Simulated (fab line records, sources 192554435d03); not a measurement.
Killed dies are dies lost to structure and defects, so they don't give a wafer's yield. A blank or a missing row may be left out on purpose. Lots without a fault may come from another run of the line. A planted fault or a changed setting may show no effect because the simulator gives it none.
fab line records | flow n5_finfet
record lots=6 wafers=16 last_day=18
route steps=1938 shown BEOL_M9@1419 PASSIVATION@1936
lots that met no fault: from a run of the same line without faults
start_h: hours from the record's first day to the start of the lot's first wafer shown | wait_h: hours since the lot's step before | " the same as in the row above | L1.1+2: a row that stands for several wafers | - no value, or no start given | * or withheld: withheld | < > ~ a bound
route shown NAME@n: a module of which the file shows steps, and the number in the route of the first | usual: mean/standard deviation of fault-free wafers | same: alike in all rows | chamber/n: place in a boat | sites: the reading at each site | _std_site: their standard deviation | _edge_site: outer sites' mean less inner sites' | radius_mm: how far each site lies from the wafer's centre | mask NAME#n: copy n | behind: the tool/chamber that last shaped the wafer | hold: why the lot was held/for how many hours/how that ended | device: the transistor (n, p or np) that didn't switch | end of line: the same wafers' tests at the end of the route | a step without rows: its recipe alone | killed: dies lost to structure and defects at the first sort, not the wafer's yield | map: a wafer's dies, x killed, . not, _ none there
set.NAME: the setting as run; set.NAME@STEP: as run at that earlier step | model.NAME: the simulator's own value behind a step, which no gauge read
lots at some steps of the route; a table a step, a row a wafer
services: from which hour (start_h, from the record's first day; less than 0 if before it) a tool's chamber was out of use, for how many hours, and why
## steps
# step N5_BEOL_M9_ETCH_62
# recipe chemistry=N2/H2 target=SOC target_depth_a=1100 overetch_a=220 mask_material=SiARC temp_c=40 time_s=165 ion_energy_ev=200 pressure_mtorr=30 source_w=840 bias_w=150 n2_flow_sccm=200 h2_flow_sccm=200
# usual drypump_motor_current_A=5.8/0.55 oes_product_au=0.70/0.061 rf_vpp_V=525.5/2.1 showerhead_plenum_p_Torr=2.61/0.064 throttle_valve_pct=17.73/0.26
# columns lot.wafer tool chamber start_h wait_h drypump_motor_current_A oes_product_au rf_hours_counter_h rf_vpp_V showerhead_plenum_p_Torr throttle_valve_pct
L384.1 rie_diel-04 3 237.59 0.0 5.5 0.72 41 525.2 2.60 17.48
L384.5 " 3 " " 5.5 0.72 - 524.5 2.60 17.49
L384.6 " 0 " " 6.4 0.71 - 526.1 2.57 17.91
L385.3 rie_diel-04 2 245.08 0.0 5.4 0.73 49 528.6 2.69 17.71
L385.5 " 1 " " 4.7 0.78 - 525.1 2.61 17.35
L391.1 rie_diel-03 3 289.70 0.0 6.2 0.71 49 528.6 2.71 17.89
L391.2 " 0 " " 5.9 0.75 43 526.8 2.68 17.48
L391.6 " 2 " " 5.1 0.78 - 529.5 2.71 17.47
L392.2 rie_diel-03 3 294.01 0.0 6.2 0.70 50 528.3 2.71 17.90
L392.3 " 0 " " 5.9 0.74 45 527.0 2.68 17.47
L392.4 " 1 " " 5.4 0.61 224 524.4 2.63 18.18
L393.5 rie_diel-04 3 294.26 0.1 5.5 0.70 - 524.6 2.59 17.52
L393.6 " 0 " " 6.5 0.68 - 525.4 2.57 17.93
L402.1 rie_diel-06 2 365.94 0.0 5.5 0.69 70 521.5 2.49 17.46
L402.3 " 1 " " 6.8 0.80 5 526.4 2.62 17.84
L402.5 " 3 " " 6.0 0.62 - 523.3 2.53 17.82
# step N5_BEOL_M9_STRIP_68
# recipe chemistry=N2/H2 temp_c=40 n2_flow_sccm=200 h2_flow_sccm=200 rf_frequency_hz=6e+07
# step N5_BEOL_M9_STRIP_67
# recipe chemistry=CF4 resist=SiARC power_w=300 bias_power_w=75 pressure_mtorr=50 cf4_flow_sccm=150 rf_frequency_hz=6e+07
# usual drypump_motor_current_A=5.8/0.54 oes_product_au=0.82/0.072 rf_vpp_V=272.0/1.3 showerhead_plenum_p_Torr=1.83/0.045 throttle_valve_pct=13.43/0.27
# columns lot.wafer tool chamber start_h wait_h drypump_motor_current_A oes_product_au rf_hours_counter_h rf_vpp_V showerhead_plenum_p_Torr throttle_valve_pct
L384.1 rie_diel-04 3 237.74 0.0 5.5 0.85 41 272.3 1.82 13.19
L384.5 " 3 " " 5.5 0.85 - 272.1 1.82 13.20
L384.6 " 0 " " 6.4 0.83 - 271.9 1.82 13.64
L385.3 rie_diel-04 2 245.23 0.0 5.4 0.86 49 272.4 1.89 13.34
L385.5 " 1 " " 4.7 0.91 - 272.3 1.82 12.93
L391.1 rie_diel-03 3 289.85 0.0 6.2 0.84 49 274.6 1.89 13.52
L391.2 " 0 " " 5.9 0.90 43 272.7 1.90 13.30
L391.6 " 2 " " 5.1 0.93 - 273.9 1.92 13.35
L392.2 rie_diel-03 0 294.15 0.0 5.9 0.88 45 274.3 1.90 13.30
L392.3 " 1 " " 5.4 0.72 224 272.7 1.84 13.76
L392.4 " 3 " " 6.2 0.84 - 272.1 1.89 13.53
L393.5 rie_diel-04 3 294.35 0.0 5.5 0.83 - 272.8 1.81 13.22
L393.6 " 0 " " 6.4 0.82 - 269.6 1.81 13.68
L402.1 rie_diel-06 2 366.09 0.0 5.5 0.82 70 270.3 1.75 13.20
L402.3 " 1 " " 6.7 0.94 5 271.3 1.84 13.36
L402.5 " 3 " " 6.0 0.73 - 269.5 1.78 13.64
# step N5_BEOL_M9_HM_OPEN_17
# recipe chemistry=Cl2/BCl3 target_depth_a=200 overetch_a=60 target=TiN mask_material=SOC ion_energy_ev=150 pressure_mtorr=10 icp_w=1000 bias_w=126 Cl2_flow_sccm=53.25 bcl3_flow_sccm=21.75 Ar_flow_sccm=25
# usual drypump_motor_current_A=5.7/0.46 oes_product_au=0.69/0.081 throttle_valve_pct=22.09/0.12
# columns lot.wafer tool chamber start_h wait_h drypump_motor_current_A oes_product_au rf_hours_counter_h throttle_valve_pct
L384.1 rie_metal-03 0 237.78 0.0 5.6 0.52 120 22.12
L384.5 " 1 " " 5.6 0.64 - 21.95
L384.6 " 0 " " 5.6 0.53 - 22.12
L385.3 rie_metal-03 0 245.30 0.1 5.6 0.53 - 22.11
L385.5 " 0 " " 5.6 0.53 - 22.10
L391.1 rie_metal-03 0 289.89 0.0 5.7 0.83 0 21.84
L391.2 " 1 " " 5.6 0.63 49 21.96
L391.6 " 0 " " 5.6 0.83 - 21.84
L392.2 rie_metal-02 0 294.19 0.0 6.0 0.74 13 22.12
L392.3 " 1 " " 5.1 0.72 - 22.20
L392.4 " 0 " " 5.9 0.75 - 22.13
L393.5 rie_metal-01 0 294.44 0.1 6.7 0.73 - 22.14
L393.6 " 1 " " 5.8 0.67 - 22.21
L402.1 rie_metal-03 0 366.13 0.0 5.6 0.78 7 21.85
L402.3 " 0 " " 5.6 0.78 - 21.85
L402.5 " 1 " " 5.7 0.62 - 21.98
# step N5_BEOL_M9_STRIP_19
# recipe chemistry=O2 power_w=400 temp_c=40 pressure_mtorr=30 rf_frequency_hz=6e+07 bias_power_w=0 overash_fraction=0.2 o2_flow_sccm=225
# usual drypump_motor_current_A=5.7/0.55 oes_product_au=0.83/0.077 rf_vpp_V=3.6/0.64 showerhead_plenum_p_Torr=2.15/0.059 throttle_valve_pct=16.53/0.26
# columns lot.wafer tool chamber start_h wait_h drypump_motor_current_A oes_product_au rf_hours_counter_h rf_vpp_V showerhead_plenum_p_Torr throttle_valve_pct
L384.1 rie_diel-04 3 237.89 0.1 5.5 0.86 41 4.4 2.12 16.26
L384.5 " 1 " " 4.7 0.93 - 3.0 2.15 16.10
L384.6 " 2 " " 5.4 0.88 - 3.5 2.22 16.49
L385.3 rie_diel-03 0 245.38 0.1 5.9 0.93 30 3.8 2.22 16.35
L385.5 " 3 " " 6.2 0.87 - 3.6 2.23 16.65
L391.1 rie_diel-04 3 290.00 0.1 5.5 0.84 55 2.9 2.12 16.29
L391.2 " 0 " " 6.4 0.82 72 3.0 2.13 16.90
L391.6 " 0 " " 6.4 0.83 - 3.8 2.13 16.87
L392.2 rie_diel-04 2 294.36 0.1 5.4 0.85 62 3.0 2.21 16.51
L392.3 " 3 " " 5.5 0.84 56 3.5 2.12 16.31
L392.4 " 1 " " 4.7 0.90 25 3.7 2.15 16.12
L393.5 rie_diel-03 1 294.51 0.0 5.4 0.71 - 3.2 2.17 16.87
L393.6 " 0 " " 5.9 0.88 - 3.2 2.22 16.38
L402.1 rie_diel-04 0 366.24 0.1 6.4 0.80 94 3.9 2.13 16.92
L402.3 " 1 " " 4.7 0.86 47 3.4 2.14 16.14
L402.5 " 0 " " 6.4 0.81 - 4.8 2.13 16.91
# step N5_BEOL_M9_CD_MEAS_18
# recipe pitch_nm=140 target_cd_nm=70
# usual cd_nm=70.0/0.67
# columns lot.wafer tool chamber start_h wait_h cd_nm
L384.1 cd_sem-03 - 237.96 0.0 69.8
L384.5 " - " " 69.3
L384.6 " - " " 70.6
L385.3 cd_sem-03 - 245.45 0.1 69.7
L385.5 " - " " 70.4
L391.1 cd_sem-01 - 290.07 0.0 69.5
L391.2 " - " " 69.9
L391.6 " - " " 69.8
L392.2 cd_sem-02 - 294.43 0.1 69.6
L392.3 " - " " 70.2
L392.4 " - " " 69.7
L393.5 cd_sem-03 - 294.57 0.0 69.9
L393.6 " - " " 70.4
L402.1 cd_sem-02 - 366.31 0.0 69.2
L402.3 " - " " 70.1
L402.5 " - " " 68.3
# step N5_BEOL_M9_COAT_63
# recipe resist=SOC temp_c=250 time_s=60 spin_rpm=1500 resist_thk_nm=60
# step N5_BEOL_M9_COAT_64
# recipe resist=SiARC temp_c=220 time_s=60 spin_rpm=1500 resist_thk_nm=12
# step N5_BEOL_M9_COAT_75
# recipe resist=underlayer temp_c=205 time_s=60 spin_rpm=1500 resist_thk_nm=5
# step N5_BEOL_M9_COAT_22
# recipe resist=CAR-EUV spin_rpm=1500 resist_thk_nm=30
# step N5_BEOL_M9_EBR_24
# recipe solvent=PGMEA ebr_width_mm=1.5
# step N5_BEOL_M9_SOFTBAKE_23
# recipe temp_c=110 time_s=60 resist=CAR-EUV
# step N5_BEOL_M9_EXPOSE_25
# recipe mask_id=V8 na=0.33 source_shape=annular sigma_inner=0.4 sigma_outer=0.8 polarization=unpolarized dose_mj=37.25
# same sigma_outer=0.8
# columns lot.wafer tool chamber start_h wait_h mask
L384.1+5+6 euv_scanner-02 0 238.94 - V8#0
L385.3+5 euv_scanner-01 0 248.38 - V8#0
L391.1+2+6 euv_scanner-02 0 292.74 - V8#0
L392.2+3+4 euv_scanner-01 0 294.73 - V8#0
L393.5+6 euv_scanner-01 0 294.79 - V8#0
L402.1+3+5 euv_scanner-02 0 366.82 - V8#0
# step N5_BEOL_M9_PEB_26
# recipe peb_temp_c=100 peb_time_s=60 resist=CAR-EUV
# step N5_BEOL_M9_DEVELOP_27
# recipe develop_time_s=30 developer=TMAH resist=CAR-EUV rinse_liquid=surfactant_rinse dry=air_spin dev_temp_c=23
# step N5_BEOL_M9_CD_MEAS_28
# recipe target_cd_nm=70 landing_energy_ev=500 detector=se_inlens polarity=opening
# usual cd_nm=70.09/0.28
# columns lot.wafer tool chamber start_h wait_h cd_nm
L384.1 cd_sem-01 0 239.07 - 69.75
L384.5 " 0 " " 70.19
L384.6 " 0 " " 70.04
L385.3 cd_sem-03 0 248.50 - 70.06
L385.5 " 0 " " 70.00
L391.1 cd_sem-02 0 292.87 - 69.86
L391.2 " 0 " " 69.81
L391.6 " 0 " " 69.97
L392.2 cd_sem-02 0 294.85 - 70.51
L392.3 " 0 " " 70.39
L392.4 " 0 " " 71.15
L393.5 cd_sem-01 0 294.90 - 71.46
L393.6 " 0 " " 70.66
L402.1 cd_sem-02 0 366.95 - 69.99
L402.3 " 0 " " 69.98
L402.5 " 0 " " 69.89
# step N5_BEOL_M9_OVL_MEAS_29
# recipe points_per_wafer=522
# usual V8_OVL=-0.3/0.69
# columns lot.wafer tool chamber start_h wait_h V8_OVL[nm]
L384.1 overlay-01 0 239.10 0.0 -0.6
L384.5 " 0 " " 0.3
L384.6 " 0 " " -0.7
L385.3 overlay-01 0 248.54 0.0 -0.6
L385.5 " 0 " " -0.7
L391.1 overlay-02 0 292.90 0.0 0.8
L391.2 " 0 " " 1.1
L391.6 " 0 " " 0.8
L392.2 overlay-02 0 294.89 0.0 -0.3
L392.3 " 0 " " 0.7
L392.4 " 0 " " -1.4
L393.5 overlay-01 0 294.95 0.0 -2.3
L393.6 " 0 " " -0.9
L402.1 overlay-02 0 366.98 0.0 -0.4
L402.3 " 0 " " -1.0
L402.5 " 0 " " -1.1
# step N5_PASSIVATION_PROBE_49
# usual defect_limited_yield=91.5/1.5 killed_at_M0_to_M3=30/11 killed_at_M4_up=13/4.9 killed_at_contacts=14/6.5 killed_at_front_end=40/11 killed_at_other=3.3/2.7 killed_dies=100/18 killed_open=67/14 killed_short=32/7.8 sort_bin_4_leakage=0.00/0.0073 sort_bin_5_function=5.0/0.97 sort_bin_6_memory=3.2/0.75 sort_bin_8_speed=0.00/0.01 sort_n_pass=1080/18 sort_yield_pct=91.5/1.5
# same gross_dies=1180 killed_at_back_side=0
# columns lot.wafer tool chamber start_h wait_h defect_limited_yield[%] killed_at_M0_to_M3 killed_at_M4_up killed_at_contacts killed_at_front_end killed_at_other killed_dies killed_open killed_short sort_bin_4_leakage[%] sort_bin_5_function[%] sort_bin_6_memory[%] sort_bin_8_speed[%] sort_n_pass sort_yield_pct[%]
L384.1 prober-02 - 306.51 0.0 91.1 24 11 41 25 4 105 73 32 0 5.0 3.5 0 1075 91.1
L384.5 prober-02 - 306.71 0.2 89.7 43 5 28 38 8 122 82 39 0 5.8 4.1 0 1058 89.7
L384.6 prober-02 - 306.76 0.3 90.9 35 9 20 40 3 107 74 32 0 6.0 2.8 0 1073 90.9
L385.3 prober-02 - 316.29 0.1 91.3 46 8 14 30 5 103 67 35 0 5.0 3.6 0 1077 91.3
L385.5 prober-02 - 316.39 0.2 90.1 35 11 26 40 5 117 80 36 0 6.0 3.6 0 1063 90.1
L391.1 prober-01 - 354.75 0.0 88.7 46 14 20 38 15 133 83 50 0 7.6 3.6 0 1047 88.7
L391.2 prober-01 - 354.80 0.1 90.6 40 13 18 38 2 111 80 29 0 5.2 4.0 0.08 1069 90.6
L391.6 prober-01 - 355.00 0.3 91.3 26 13 17 34 13 103 62 41 0 4.6 3.8 0 1077 91.3
L393.5 prober-01 - 369.21 0.2 90.7 26 11 10 58 5 110 72 38 0 5.4 3.4 0 1070 90.7
L393.6 prober-01 - 369.26 0.3 93.1 27 8 9 38 0 82 57 24 0 3.8 2.9 0 1098 93.1
L392.2 prober-01 - 371.04 0.1 91.3 26 7 23 46 1 103 79 24 0 5.1 3.6 0 1077 91.3
L392.3 prober-01 - 371.09 0.1 92.5 16 9 15 48 1 89 60 29 0.08 4.8 2.4 0 1090 92.4
L392.4 prober-01 - 371.14 0.2 91.2 28 10 23 43 0 104 61 30 0 4.2 3.3 0 1076 91.2
L402.1 prober-02 - 422.72 0.0 90.6 43 10 2 55 1 111 80 31 0 6.4 2.8 0 1069 90.6
L402.3 prober-02 - 422.82 0.1 91.6 18 13 3 65 0 99 66 33 0 4.7 3.1 0 1081 91.6
L402.5 prober-02 - 422.92 0.2 90.4 39 19 9 45 1 113 83 27 0 6.3 3.1 0 1067 90.4
# killed by level:class
L384.1 MOL_CONTACT_COAG:geometric_particle:open=28 MOL_CONTACT_COAG:geometric_particle:short=13 BEOL_M3:geometric_particle:open=8 DUMMY_GATE:geometric_particle:open=7 BEOL_M2:geometric_particle:open=5 ILD0:geometric_particle:short=4 BEOL_M0_SAQP:geometric_particle:open=4 FIN_SAQP:geometric_particle:open=3
L384.5 MOL_CONTACT_COAG:geometric_particle:open=23 BEOL_M0_SAQP:geometric_particle:open=13 BEOL_M0_SAQP:geometric_particle:short=11 FIN_SAQP:geometric_particle:open=9 FIN_SAQP:geometric_particle:short=6 DUMMY_GATE:geometric_particle:open=5 MOL_CONTACT_COAG:geometric_particle:short=5 BEOL_M2:geometric_particle:open=5
L384.6 MOL_CONTACT_COAG:geometric_particle:open=17 BEOL_M3:geometric_particle:open=11 STI_FIN_REVEAL:geometric_particle:open=7 BEOL_M0_SAQP:geometric_particle:open=7 BEOL_M2:geometric_particle:open=7 FIN_SAQP:geometric_particle:short=6 BEOL_M0_SAQP:geometric_particle:short=6 GATE_CUT:geometric_particle:short=5
L385.3 MOL_CONTACT_COAG:geometric_particle:open=11 BEOL_M0_SAQP:geometric_particle:open=11 BEOL_M3:geometric_particle:open=10 FIN_SAQP:geometric_particle:short=9 BEOL_M2:geometric_particle:open=9 BEOL_M0_SAQP:geometric_particle:short=7 FIN_SAQP:geometric_particle:open=6 BEOL_M1:geometric_particle:open=5
L385.5 MOL_CONTACT_COAG:geometric_particle:open=20 FIN_SAQP:geometric_particle:open=12 BEOL_M2:geometric_particle:open=9 BEOL_M0_SAQP:geometric_particle:short=9 BEOL_M3:geometric_particle:open=8 STI_FIN_REVEAL:geometric_particle:open=6 GATE_CUT:geometric_particle:short=6 MOL_CONTACT_COAG:geometric_particle:short=6
L391.1 FIN_SAQP:geometric_particle:short=18 MOL_CONTACT_COAG:geometric_particle:open=16 BEOL_M0_SAQP:geometric_particle:open=10 FIN_SAQP:geometric_particle:open=9 BEOL_M0_SAQP:geometric_particle:short=9 BEOL_M3:geometric_particle:open=8 BEOL_M1:geometric_particle:open=7 MIM_TOP_ETCH:geometric_particle:short=6
L391.2 FIN_SAQP:geometric_particle:open=18 MOL_CONTACT_COAG:geometric_particle:open=13 BEOL_M3:geometric_particle:open=11 FIN_SAQP:geometric_particle:short=8 BEOL_M1:geometric_particle:open=8 BEOL_M0:geometric_particle:open=6 BEOL_M5:geometric_particle:open=6 MOL_CONTACT_COAG:geometric_particle:short=5
L391.6 MOL_CONTACT_COAG:geometric_particle:open=16 FIN_SAQP:geometric_particle:short=8 BEOL_M0_SAQP:geometric_particle:open=7 FIN_SAQP:geometric_particle:open=6 BEOL_M0_SAQP:geometric_particle:short=6 GATE_CUT:geometric_particle:short=4 BEOL_M5:geometric_particle:open=4 BEOL_M1:geometric_particle:open=4
L393.5 STI_FIN_REVEAL:geometric_particle:open=20 FIN_SAQP:geometric_particle:open=13 BEOL_M0_SAQP:geometric_particle:short=9 MOL_CONTACT_COAG:geometric_particle:open=9 FIN_SAQP:geometric_particle:short=8 BEOL_M0_SAQP:geometric_particle:open=6 BEOL_M2:geometric_particle:open=5 MIM_TOP:geometric_particle:short=4
L393.6 STI_FIN_REVEAL:geometric_particle:open=8 BEOL_M3:geometric_particle:open=7 FIN_SAQP:geometric_particle:open=6 FIN_SAQP:geometric_particle:short=6 MOL_CONTACT_COAG:geometric_particle:open=6 DUMMY_GATE:geometric_particle:open=5 BEOL_M2:geometric_particle:open=5 GATE_CUT:geometric_particle:open=4
L392.2 MOL_CONTACT_COAG:geometric_particle:open=19 FIN_SAQP:geometric_particle:open=12 STI_FIN_REVEAL:geometric_particle:open=11 BEOL_M1:geometric_particle:open=11 DUMMY_GATE:geometric_particle:open=6 STARTING-WAFER:geometric_particle:open=5 FIN_SAQP:geometric_particle:short=4 MOL_CONTACT_COAG:geometric_particle:short=4
L392.3 MOL_CONTACT_COAG:geometric_particle:open=11 DUMMY_GATE:geometric_particle:open=9 FIN_SAQP:geometric_particle:open=8 FIN_SAQP:geometric_particle:short=7 BEOL_M4:geometric_particle:open=5 STI_FIN_REVEAL:geometric_particle:open=4 DUMMY_GATE:geometric_particle:short=4 MOL_CONTACT_COAG:geometric_particle:short=4
L392.4 MOL_CONTACT_COAG:geometric_particle:open=13 HKMG_FIN:area_etch=13 STI_FIN_REVEAL:geometric_particle:open=10 MOL_CONTACT_COAG:geometric_particle:short=10 BEOL_M2:geometric_particle:open=9 BEOL_M0_SAQP:geometric_particle:open=5 FIN_SAQP:geometric_particle:open=4 FIN_SAQP:geometric_particle:short=4
L402.1 STI_FIN_REVEAL:geometric_particle:open=28 BEOL_M0:geometric_particle:open=10 BEOL_M0_SAQP:geometric_particle:open=9 BEOL_M0_SAQP:geometric_particle:short=8 GATE_CUT:geometric_particle:short=7 BEOL_M1:geometric_particle:open=6 BEOL_M2:geometric_particle:open=5 STI_FIN_REVEAL:geometric_particle:short=4
L402.3 STI_FIN_REVEAL:geometric_particle:open=27 BEOL_M4:geometric_particle:open=9 STI_FIN_REVEAL:geometric_particle:short=7 BEOL_M0_SAQP:geometric_particle:short=6 GATE_CUT:geometric_particle:short=6 FIN_SAQP:geometric_particle:short=5 BEOL_M0_SAQP:geometric_particle:open=5 STARTING-WAFER:geometric_particle:open=5
L402.5 STI_FIN_REVEAL:geometric_particle:open=22 BEOL_M4:geometric_particle:open=10 BEOL_M0_SAQP:geometric_particle:open=9 BEOL_M1:geometric_particle:open=9 MOL_CONTACT_COAG:geometric_particle:open=7 BEOL_M0_SAQP:geometric_particle:short=6 FIN_SAQP:geometric_particle:open=5 BEOL_M0:geometric_particle:open=5
## services
# columns tool chamber start_h hours kind
euv_scanner-02 - 219.40 1.0 pm
euv_scanner-01 - 228.24 1.0 pm
rie_diel-03 1 231.32 3.0 repair
euv_scanner-02 - 232.89 0.7 repair
rie_diel-06 2 238.25 3.6 repair
rie_diel-03 2 254.58 - clean
rie_diel-03 2 254.58 - consumable_replace:focus_ring
rie_diel-03 2 254.58 - consumable_replace:showerhead
rie_diel-03 2 254.58 14.9 scheduled_down
rie_diel-03 2 254.58 14.9 vent_cycle
rie_metal-02 - 258.21 0.2 repair
euv_scanner-01 - 262.07 0.3 repair
euv_scanner-01 - 267.75 4.6 pm
euv_scanner-02 - 273.07 4.6 pm
rie_diel-04 - 275.75 2.8 pm
euv_scanner-01 - 284.39 1.0 pm
rie_diel-03 0 295.00 6.5 repair
rie_metal-02 0 301.21 14.5 repair
rie_metal-01 - 304.08 0.6 repair
rie_diel-06 2 321.04 7.1 repair
euv_scanner-02 - 331.70 1.0 pm
euv_scanner-01 - 340.54 1.0 pm
rie_diel-04 2 355.01 6.3 repair
euv_scanner-01 - 363.71 17.3 pm
## key
first_sign step=N5_BEOL_M9_CD_MEAS_28 reading=cd_nm direction=up sigmas=4.4 usual=70.09 struck=71.31
effect none on later readings
met_at N5_BEOL_M9_EXPOSE_25
struck_wafers L392.4,L393.5
baseline_loss step=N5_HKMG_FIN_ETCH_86 wafers=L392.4
fault kind=process_parameter_drift tool=euv_scanner-01 chamber=- onset_h=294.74 steps=N5_BEOL_M9_EXPOSE_25 channel=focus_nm offset=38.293 shape=step end_h=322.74 scope=struck_wafers_only
# baseline_loss: these wafers lose ten dies or more at that step, a loss of the line's own and not of a fault; the sort's usual values leave them out
